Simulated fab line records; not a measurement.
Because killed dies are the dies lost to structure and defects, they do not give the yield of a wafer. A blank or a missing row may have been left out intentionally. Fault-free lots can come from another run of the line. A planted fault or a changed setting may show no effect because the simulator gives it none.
fab line records + flow nand-harc
record:
- lots: 11
- wafers: 33
- last-day: 33
route steps=1302 shown P_M1@303 P_M2@326
lots that met no fault: taken from a fault-free run of the same line
start-h: hours from the record's first day to the start of the lot's first wafer shown + wait-h: hours from the lot's prior step to this one + " unchanged from the row above + L1.1+2: one row covering several wafers at once + - either no value or no given start + * or withheld: withheld + < > ~ a bound
route shown NAME@n: NAME is a module with steps in the file, n the number in the route of the first one + usual: mean/standard deviation of fault-free wafers + same: alike in all rows + chamber/n: place in a boat + sites: per-site readings + _std_site: how widely they spread, as a standard deviation + _edge_site: outer sites' mean less inner sites' + radius-mm: how far each site lies from the wafer's centre + mask NAME#n: copy n + behind: the most recent tool/chamber to have shaped the wafer + hold: what put the lot on hold/how long, in hours/how the hold closed + device: names the non-switching transistor (n, p or np) + end of line: at the end of the route, the tests of the same wafers + where a step has no rows: the recipe by itself + killed: at the first sort, the dies lost to defects and structure; wafer yield is something else + map: per-die view of a wafer (x killed, . not killed, _ where there is no die)
set.NAME: the run value of the setting; set.NAME@STEP: its run value at that earlier step + model.NAME: the simulator's own value behind a step, which no gauge read
a sample of lots followed through the steps of the route, with each step as a table and each wafer as a row
services: a tool's chamber out of use, with start hour (start-h, from the record's first day; less than 0 if before it), hours out, and reason
== steps ==
step: NHARC_P_M1_ETCH_28
recipe:
- target-depth-a: 300
- over-etch-frac: 0.3
- time-s: 72.99
- ion-energy-ev: 150
- cf4-flow-sccm: 50
- n2-flow-sccm: 100
- ar-flow-sccm: 150
- rf-w: 300
- bias-w: 100
- chemistry: CF4/N2
usual:
- drypump-motor-current-A: 5.6/0.42
- oes-product-au: 1.001/0.0071
- rf-vpp-V: 314.4/2
- showerhead-plenum-p-Torr: 2.64/0.1
- throttle-valve-pct: 19.796/0.0098
same:
- time-s: 72.99
| lot.wafer | tool        | chamber | start-h | wait-h | drypump-motor-current-A | oes-product-au | rf-hours-counter-h | rf-vpp-V | showerhead-plenum-p-Torr | throttle-valve-pct |
|-----------|-------------|---------|---------|--------|-------------------------|----------------|--------------------|----------|--------------------------|--------------------|
| L632.3    | rie-diel-11 | 3       | -       | -      | 5.3                     | 1.010          | 3                  | 316.7    | 2.77                     | 19.787             |
| L632.4    | "           | 1       | "       | "      | 5.7                     | 0.995          | 4                  | 317.2    | 2.64                     | 19.798             |
| L632.2    | "           | 2       | "       | "      | 6.6                     | 1.013          | 3                  | 310.6    | 2.45                     | 19.778             |
| L635.2    | rie-diel-09 | 2       | -       | -      | 5.8                     | 0.993          | 2                  | 315.1    | 2.70                     | 19.815             |
| L635.3    | "           | 3       | "       | "      | 6.5                     | 1.010          | 3                  | 317.2    | 2.75                     | 19.795             |
| L635.5    | "           | 1       | "       | "      | 5.5                     | 0.996          | -                  | 311.6    | 2.47                     | 19.804             |
| L637.2    | rie-diel-06 | 0       | -       | -      | 5.3                     | 0.991          | 5                  | 314.4    | 2.64                     | 19.813             |
| L637.1    | "           | 3       | "       | "      | 5.8                     | 0.996          | 5                  | 312.5    | 2.55                     | 19.797             |
| L637.5    | "           | 0       | "       | "      | 5.3                     | 0.992          | -                  | 314.4    | 2.64                     | 19.788             |
| L638.2    | rie-diel-11 | 2       | -       | -      | 6.6                     | 1.003          | 7                  | 309.3    | 2.45                     | 19.782             |
| L638.1    | "           | 3       | "       | "      | 5.3                     | 0.997          | 6                  | 317.4    | 2.77                     | 19.798             |
| L638.5    | "           | 1       | "       | "      | 5.7                     | 0.992          | -                  | 315.1    | 2.64                     | 19.794             |
| L640.3    | rie-diel-06 | 3       | -       | -      | 5.8                     | 0.992          | 8                  | 312.2    | 2.55                     | 19.784             |
| L640.2    | "           | 0       | "       | "      | 5.3                     | 1.001          | 9                  | 315.0    | 2.64                     | 19.798             |
| L640.6    | "           | 3       | "       | "      | 5.8                     | 1.001          | -                  | 313.1    | 2.55                     | 19.807             |
| L646.4    | rie-diel-06 | 3       | -       | -      | 5.8                     | 0.998          | 14                 | 311.7    | 2.55                     | 19.796             |
| L646.3    | "           | 0       | "       | "      | 5.3                     | 0.994          | 15                 | 313.4    | 2.64                     | 19.806             |
| L646.1    | "           | 1       | "       | "      | 5.7                     | 1.006          | 16                 | 314.9    | 2.69                     | 19.809             |
| L647.4    | rie-diel-06 | 2       | -       | -      | 5.0                     | 1.004          | 15                 | 317.7    | 2.77                     | 19.787             |
| L647.6    | "           | 1       | "       | "      | 5.6                     | 1.001          | -                  | 313.9    | 2.69                     | 19.782             |
| L647.5    | "           | 2       | "       | "      | 5.0                     | 1.002          | -                  | 317.5    | 2.77                     | 19.797             |
| L652.4    | rie-diel-11 | 2       | -       | -      | 6.5                     | 0.991          | 4                  | 309.9    | 2.45                     | 19.793             |
| L652.1    | "           | 3       | "       | "      | 5.3                     | 0.997          | 4                  | 315.9    | 2.77                     | 19.782             |
| L652.5    | "           | 3       | "       | "      | 5.3                     | 1.010          | -                  | 315.6    | 2.77                     | 19.798             |
| L650.1    | rie-diel-06 | 3       | -       | -      | 5.8                     | 1.000          | 1                  | 314.0    | 2.55                     | 19.802             |
| L650.5    | "           | 1       | "       | "      | 5.6                     | 0.992          | -                  | 316.8    | 2.69                     | 19.806             |
| L650.6    | "           | 2       | "       | "      | 5.0                     | 1.005          | -                  | 315.0    | 2.77                     | 19.804             |
| L653.1    | rie-diel-11 | 3       | -       | -      | 5.3                     | 1.000          | 5                  | 316.9    | 2.77                     | 19.792             |
| L653.6    | "           | 0       | "       | "      | 5.7                     | 1.009          | -                  | 314.0    | 2.56                     | 19.793             |
| L653.5    | "           | 1       | "       | "      | 5.7                     | 1.014          | -                  | 314.9    | 2.63                     | 19.817             |
| L654.1    | rie-diel-06 | 0       | -       | -      | 5.3                     | 1.008          | 3                  | 314.9    | 2.64                     | 19.785             |
| L654.2    | "           | 1       | "       | "      | 5.6                     | 0.995          | 4                  | 316.1    | 2.69                     | 19.803             |
| L654.6    | "           | 2       | "       | "      | 5.0                     | 0.998          | -                  | 317.8    | 2.77                     | 19.789             |
step: NHARC_P_M1_DEGAS_29
recipe:
- temp-c: 250
- time-s: 60
usual:
- heater-power-w: 326/16
- susceptor-temp-C: 250.01/0.17
same:
- time-s: 60
| lot.wafer | tool           | chamber | start-h | wait-h | heater-power-w | susceptor-temp-C |
|-----------|----------------|---------|---------|--------|----------------|------------------|
| L632.2    | pvd-sputter-01 | -       | 136.22  | -      | 305            | 250.23           |
| L632.4    | "              | -       | "       | "      | 304            | 250.14           |
| L632.3    | "              | -       | "       | "      | 328            | 250.21           |
| L635.2    | pvd-sputter-03 | -       | 164.41  | -      | 349            | 249.94           |
| L635.3    | "              | -       | "       | "      | 317            | 249.74           |
| L635.5    | "              | -       | "       | "      | 309            | 249.80           |
| L637.2    | pvd-sputter-01 | -       | 185.65  | -      | 308            | 250.26           |
| L637.1    | "              | -       | "       | "      | 301            | 250.09           |
| L637.5    | "              | -       | "       | "      | 320            | 250.18           |
| L638.1    | pvd-sputter-02 | -       | 197.09  | -      | 347            | 249.89           |
| L638.2    | "              | -       | "       | "      | 312            | 250.05           |
| L638.5    | "              | -       | "       | "      | 354            | 249.91           |
| L640.3    | pvd-sputter-02 | -       | 212.66  | -      | 340            | 250.44           |
| L640.2    | "              | -       | "       | "      | 329            | 250.17           |
| L640.6    | "              | -       | "       | "      | 364            | 249.97           |
| L646.3    | pvd-sputter-03 | -       | 281.28  | -      | 322            | -                |
| L646.1    | "              | -       | "       | "      | 331            | -                |
| L646.4    | "              | -       | "       | "      | 347            | -                |
| L647.4    | pvd-sputter-02 | -       | 301.43  | -      | 371            | 250.16           |
| L647.6    | "              | -       | "       | "      | 321            | 249.98           |
| L647.5    | "              | -       | "       | "      | 334            | 249.92           |
| L652.1    | pvd-sputter-01 | -       | 329.48  | -      | 303            | 250.03           |
| L652.4    | "              | -       | "       | "      | 317            | 249.89           |
| L652.5    | "              | -       | "       | "      | 327            | 249.70           |
| L650.1    | pvd-sputter-03 | -       | 334.61  | -      | 349            | 250.08           |
| L650.5    | "              | -       | "       | "      | 341            | 249.86           |
| L650.6    | "              | -       | "       | "      | 324            | 249.71           |
| L653.1    | pvd-sputter-03 | -       | 343.89  | -      | 338            | 250.18           |
| L653.6    | "              | -       | "       | "      | 322            | 249.95           |
| L653.5    | "              | -       | "       | "      | 336            | 249.82           |
| L654.2    | pvd-sputter-01 | -       | 355.18  | -      | 301            | -                |
| L654.1    | "              | -       | "       | "      | 329            | -                |
| L654.6    | "              | -       | "       | "      | 316            | -                |
step: NHARC_P_M1_PRE_CLEAN_32
recipe:
- time-s: 12
- temp-c: 370
- rf-power-w: 300
- gas: NH3
usual:
- heater-power-w: 616/73
- susceptor-temp-C: 369.98/0.21
same:
- time-s: 12
| lot.wafer | tool     | chamber | start-h | wait-h | heater-power-w | susceptor-temp-C |
|-----------|----------|---------|---------|--------|----------------|------------------|
| L632.3    | pecvd-03 | 0       | 137.97  | 0.1    | 535            | 369.92           |
| L632.2    | "        | 1       | "       | "      | 665            | 370.11           |
| L632.4    | "        | 0       | "       | "      | 537            | 369.83           |
| L635.3    | pecvd-03 | 2       | 166.04  | 0.1    | 559            | 370.16           |
| L635.2    | "        | 1       | "       | "      | 749            | 370.48           |
| L635.5    | "        | 1       | "       | "      | 759            | 370.18           |
| L637.1    | pecvd-04 | 0       | 187.28  | 0.1    | 679            | 370.19           |
| L637.2    | "        | 1       | "       | "      | 569            | 369.65           |
| L637.5    | "        | 1       | "       | "      | 580            | 369.94           |
| L638.2    | pecvd-02 | 1       | 198.75  | 0.1    | 540            | 370.09           |
| L638.1    | "        | 2       | "       | "      | 736            | 370.08           |
| L638.5    | "        | 2       | "       | "      | 733            | 370.02           |
| L640.2    | pecvd-04 | 0       | 214.32  | 0.1    | 636            | 370.05           |
| L640.3    | "        | 1       | "       | "      | 580            | 370.22           |
| L640.6    | "        | 0       | "       | "      | 635            | 370.08           |
| L646.3    | pecvd-04 | 0       | 282.92  | 0.1    | 652            | 369.92           |
| L646.1    | "        | 1       | "       | "      | 520            | 370.22           |
| L646.4    | "        | 0       | "       | "      | 660            | 370.15           |
| L647.6    | pecvd-03 | 0       | 303.08  | 0.1    | 526            | 369.85           |
| L647.5    | "        | 1       | "       | "      | 695            | 369.97           |
| L647.4    | "        | 2       | "       | "      | 655            | 369.90           |
| L652.1    | pecvd-04 | 0       | 331.13  | 0.1    | 695            | 369.71           |
| L652.4    | "        | 2       | "       | "      | 608            | 370.01           |
| L652.5    | "        | 0       | "       | "      | 702            | 369.40           |
| L650.1    | pecvd-03 | 1       | 336.24  | 0.1    | 645            | 369.73           |
| L650.5    | "        | 1       | "       | "      | 649            | 369.96           |
| L650.6    | "        | 2       | "       | "      | 588            | 369.88           |
| L653.1    | pecvd-02 | 2       | 345.69  | 0.1    | 671            | 369.79           |
| L653.5    | "        | 2       | "       | "      | 685            | 370.15           |
| L653.6    | "        | 0       | "       | "      | 779            | 370.29           |
| L654.1    | pecvd-02 | 1       | 356.79  | 0.1    | 538            | 369.69           |
| L654.2    | "        | 0       | "       | "      | 749            | 370.51           |
| L654.6    | "        | 0       | "       | "      | 745            | 369.72           |
step: NHARC_P_M2_PEB_07
recipe:
- peb-temp-c: 100
- peb-time-s: 65
usual:
- resist-line-temp-C: 23.00/0.11
| lot.wafer | tool           | chamber | start-h | wait-h | resist-line-temp-C |
|-----------|----------------|---------|---------|--------|--------------------|
| L632.2    | litho-track-04 | 0       | 139.06  | 0.1    | 22.87              |
| L632.3    | "              | 0       | "       | "      | 22.95              |
| L632.4    | "              | 0       | "       | "      | 22.94              |
| L635.2    | litho-track-06 | 0       | 167.16  | 0.1    | 23.09              |
| L635.3    | "              | 0       | "       | "      | 22.96              |
| L635.5    | "              | 0       | "       | "      | 23.11              |
| L637.1    | litho-track-06 | 0       | 188.68  | 0.1    | 22.91              |
| L637.2    | "              | 0       | "       | "      | 22.98              |
| L637.5    | "              | 0       | "       | "      | 23.03              |
| L638.1    | litho-track-01 | 0       | 200.02  | 0.1    | 23.24              |
| L638.2    | "              | 0       | "       | "      | 23.01              |
| L638.5    | "              | 0       | "       | "      | 23.07              |
| L640.2    | litho-track-04 | 0       | 215.56  | 0.1    | 22.89              |
| L640.3    | "              | 0       | "       | "      | 22.89              |
| L640.6    | "              | 0       | "       | "      | 22.73              |
| L646.1    | litho-track-06 | 0       | 284.15  | 0.1    | 22.95              |
| L646.3    | "              | 0       | "       | "      | 22.94              |
| L646.4    | "              | 0       | "       | "      | 23.03              |
| L647.4    | litho-track-06 | 0       | 304.29  | 0.0    | 23.06              |
| L647.5    | "              | 0       | "       | "      | 23.02              |
| L647.6    | "              | 0       | "       | "      | 23.16              |
| L652.1    | litho-track-04 | 0       | 332.24  | 0.1    | 23.06              |
| L652.4    | "              | 0       | "       | "      | 23.08              |
| L652.5    | "              | 0       | "       | "      | 22.93              |
| L650.1    | litho-track-04 | 0       | 337.48  | 0.1    | 23.16              |
| L650.5    | "              | 0       | "       | "      | 23.15              |
| L650.6    | "              | 0       | "       | "      | 23.13              |
| L653.1    | litho-track-04 | 0       | 346.80  | 0.1    | 23.24              |
| L653.5    | "              | 0       | "       | "      | 23.00              |
| L653.6    | "              | 0       | "       | "      | 23.04              |
| L654.1    | litho-track-01 | 0       | 357.90  | 0.1    | 23.10              |
| L654.2    | "              | 0       | "       | "      | 22.92              |
| L654.6    | "              | 0       | "       | "      | 23.01              |
step: NHARC_P_M2_CD_MEAS_09
recipe:
- target-cd-nm: 170
- landing-energy-ev: 500
usual:
- cd-nm: 169.9/0.48
| lot.wafer | tool      | chamber | start-h | wait-h | cd-nm |
|-----------|-----------|---------|---------|--------|-------|
| L632.2    | cd-sem-02 | 0       | 139.14  | -      | 169.7 |
| L632.3    | "         | 0       | "       | "      | 169.1 |
| L632.4    | "         | 0       | "       | "      | 168.3 |
| L635.2    | cd-sem-01 | 0       | 167.24  | -      | 169.5 |
| L635.3    | "         | 0       | "       | "      | 170.2 |
| L635.5    | "         | 0       | "       | "      | 170.3 |
| L637.1    | cd-sem-01 | 0       | 188.76  | -      | 170.9 |
| L637.2    | "         | 0       | "       | "      | 170.9 |
| L637.5    | "         | 0       | "       | "      | 170.2 |
| L638.1    | cd-sem-01 | 0       | 200.10  | -      | 168.7 |
| L638.2    | "         | 0       | "       | "      | 169.1 |
| L638.5    | "         | 0       | "       | "      | 168.6 |
| L640.2    | cd-sem-01 | 0       | 215.64  | -      | 169.4 |
| L640.3    | "         | 0       | "       | "      | 170.4 |
| L640.6    | "         | 0       | "       | "      | 169.7 |
| L646.1    | cd-sem-01 | 0       | 284.23  | -      | 169.9 |
| L646.3    | "         | 0       | "       | "      | 175.1 |
| L646.4    | "         | 0       | "       | "      | 168.8 |
| L647.4    | cd-sem-02 | 0       | 304.38  | -      | 169.6 |
| L647.5    | "         | 0       | "       | "      | 175.1 |
| L647.6    | "         | 0       | "       | "      | 169.6 |
| L652.1    | cd-sem-01 | 0       | 332.32  | -      | 170.1 |
| L652.4    | "         | 0       | "       | "      | 169.7 |
| L652.5    | "         | 0       | "       | "      | 169.7 |
| L650.1    | cd-sem-03 | 0       | 337.56  | -      | 170.0 |
| L650.5    | "         | 0       | "       | "      | 170.1 |
| L650.6    | "         | 0       | "       | "      | 169.7 |
| L653.1    | cd-sem-03 | 0       | 346.88  | -      | 170.0 |
| L653.5    | "         | 0       | "       | "      | 169.5 |
| L653.6    | "         | 0       | "       | "      | 170.3 |
| L654.1    | cd-sem-01 | 0       | 357.98  | -      | 169.2 |
| L654.2    | "         | 0       | "       | "      | 169.1 |
| L654.6    | "         | 0       | "       | "      | 169.8 |
step: NHARC_P_M2_CD_MEAS_16
usual:
- cd-nm: 169.8/0.55
| lot.wafer | tool      | chamber | start-h | wait-h | cd-nm |
|-----------|-----------|---------|---------|--------|-------|
| L632.2    | cd-sem-02 | -       | 139.67  | -      | 169.5 |
| L632.3    | "         | -       | "       | "      | 169.8 |
| L632.4    | "         | -       | "       | "      | 168.2 |
| L635.2    | cd-sem-01 | -       | 167.73  | -      | 169.4 |
| L635.3    | "         | -       | "       | "      | 169.7 |
| L635.5    | "         | -       | "       | "      | 170.4 |
| L637.1    | cd-sem-02 | -       | 189.25  | -      | 171.2 |
| L637.2    | "         | -       | "       | "      | 170.4 |
| L637.5    | "         | -       | "       | "      | 170.0 |
| L638.1    | cd-sem-03 | -       | 200.59  | -      | 168.6 |
| L638.2    | "         | -       | "       | "      | 169.0 |
| L638.5    | "         | -       | "       | "      | 168.2 |
| L640.2    | cd-sem-01 | -       | 216.13  | -      | 169.7 |
| L640.3    | "         | -       | "       | "      | 170.7 |
| L640.6    | "         | -       | "       | "      | 170.1 |
| L646.1    | cd-sem-03 | -       | 284.85  | 0.2    | 170.3 |
| L646.3    | "         | -       | "       | "      | 175.1 |
| L646.4    | "         | -       | "       | "      | 169.3 |
| L647.4    | cd-sem-02 | -       | 304.87  | -      | 169.7 |
| L647.5    | "         | -       | "       | "      | 174.5 |
| L647.6    | "         | -       | "       | "      | 169.3 |
| L652.1    | cd-sem-02 | -       | 332.81  | -      | 170.1 |
| L652.4    | "         | -       | "       | "      | 169.6 |
| L652.5    | "         | -       | "       | "      | 170.2 |
| L650.1    | cd-sem-02 | -       | 338.05  | -      | 170.4 |
| L650.5    | "         | -       | "       | "      | 170.2 |
| L650.6    | "         | -       | "       | "      | 169.8 |
| L653.1    | cd-sem-02 | -       | 347.37  | -      | 169.7 |
| L653.5    | "         | -       | "       | "      | 169.6 |
| L653.6    | "         | -       | "       | "      | 170.4 |
| L654.1    | cd-sem-03 | -       | 358.47  | -      | 168.7 |
| L654.2    | "         | -       | "       | "      | 168.9 |
| L654.6    | "         | -       | "       | "      | 169.3 |
== services ==
| tool           | chamber | start-h | hours | kind   |
|----------------|---------|---------|-------|--------|
| rie-diel-11    | 0       | 114.64  | 12.7  | repair |
| rie-diel-11    | 2       | 117.58  | 2.6   | repair |
| pecvd-02       | 1       | 128.57  | 1.9   | repair |
| rie-diel-06    | -       | 130.29  | 9.0   | pm     |
| rie-diel-11    | -       | 145.62  | 0.2   | repair |
| rie-diel-06    | 2       | 156.82  | 3.8   | repair |
| pecvd-04       | 2       | 169.62  | 30.8  | repair |
| litho-track-06 | -       | 179.00  | 7.0   | pm     |
| pvd-sputter-01 | -       | 182.99  | 2.2   | repair |
| pecvd-03       | -       | 185.00  | 13.0  | pm     |
| pvd-sputter-01 | -       | 192.31  | 41.4  | repair |
| pecvd-04       | -       | 197.32  | 5.5   | repair |
| rie-diel-06    | 2       | 199.09  | 16.3  | repair |
| litho-track-04 | -       | 203.00  | 7.0   | pm     |
| pvd-sputter-03 | -       | 206.35  | 10.0  | pm     |
| rie-diel-06    | 2       | 231.85  | 3.3   | repair |
| pecvd-04       | 2       | 239.83  | 11.2  | repair |
| rie-diel-11    | -       | 255.50  | 9.0   | pm     |
| rie-diel-06    | 3       | 265.94  | 6.4   | repair |
| pecvd-04       | -       | 269.18  | 13.0  | pm     |
| rie-diel-06    | 3       | 280.98  | 3.3   | repair |
| pecvd-04       | -       | 303.80  | 1.0   | repair |
| rie-diel-06    | -       | 307.29  | 9.0   | pm     |
| litho-track-06 | -       | 354.00  | 7.0   | pm     |
== key ==
first-sign:
- step: NHARC_P_M2_CD_MEAS_09
- reading: cd-nm
- direction: up
- sigmas: 11
- usual: 169.9
- struck: 175.1
effect:
- step: NHARC_P_M2_CD_MEAS_16
- reading: cd-nm
- direction: up
- sigmas: 9
- usual: 169.8
- struck: 174.8
met-at NHARC_P_M2_PEB_07
struck-lots L646,L647
struck-wafers L646.3,L647.5
not-acting-at NHARC_P_M1_ETCH_28,NHARC_P_M1_DEGAS_29,NHARC_P_M1_PRE_CLEAN_32
onset-between 188.68 284.15
fault:
- kind: process-parameter-drift
- tool: litho-track-06
- chamber: -
- onset-h: 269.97
- steps: NHARC_P_M2_PEB_07
- channel: peb-time-s
- offset: *
- shape: step
- end-h: 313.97
- scope: struck-wafers-only
- acts-in: *
- stated: *
